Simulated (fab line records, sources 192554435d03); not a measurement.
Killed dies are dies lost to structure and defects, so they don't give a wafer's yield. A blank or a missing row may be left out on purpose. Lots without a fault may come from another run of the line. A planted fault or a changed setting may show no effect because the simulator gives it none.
Chamber matching | flow n5_finfet | N5_BEOL_M0_SAQP_ETCH_49 on rie_diel-04: 4 sister chambers
The step etches SiO2 in CF4/O2, target depth 37 nm. 8 wafers are shown with their chamber, then 7 later ones without.

WAFERS WITH THEIR CHAMBER
wafer  | chamber | rf_vpp_V (V) | showerhead_plenum_p_Torr (Torr)
L076.4 | 2       | 256          | 2.27
L077.6 | 3       | 235          | 2.06
L087.2 | 0       | 239          | 2.11
L089.2 | 1       | 242          | 2.29
L089.4 | 0       | 239          | 2.11
L089.5 | 1       | 241          | 2.29
L090.1 | 2       | 256          | 2.26
L090.2 | 3       | 236          | 2.05

WAFERS WITHOUT THEIR CHAMBER
wafer  | rf_vpp_V (V) | showerhead_plenum_p_Torr (Torr)
L090.3 | 241          | 2.28
L092.1 | 237          | 2.05
L092.3 | 255          | 2.26
L092.4 | 238          | 2.11
L095.1 | 242          | 2.28
L095.4 | 239          | 2.10
L095.6 | 235          | 2.05

WHICH CHAMBER EACH WENT THROUGH
wafer  | from the rows above | in truth
L090.3 | 1                   | 1
L092.1 | 3                   | 3
L092.3 | 2                   | 2
L092.4 | 0                   | 0
L095.1 | 1                   | 1
L095.4 | 0                   | 0
L095.6 | 3                   | 3
Placed correctly: 7 of 7. Can't be placed from these rows: 0. Placed wrongly: 0.
How it was worked out, from the rows above alone: a wafer's distance from a chamber is the root of the sum, over the readings, of the square of ((its reading less the chamber's mean) divided by the reading's scatter). The wafer belongs to the nearest chamber; if the next one is less than 2 further off, it can't be placed. A chamber's mean is the mean of its shown wafers. The scatter: the root of (the sum of the squares of (reading less its chamber's mean) over the shown wafers, divided by (wafers less chambers)).
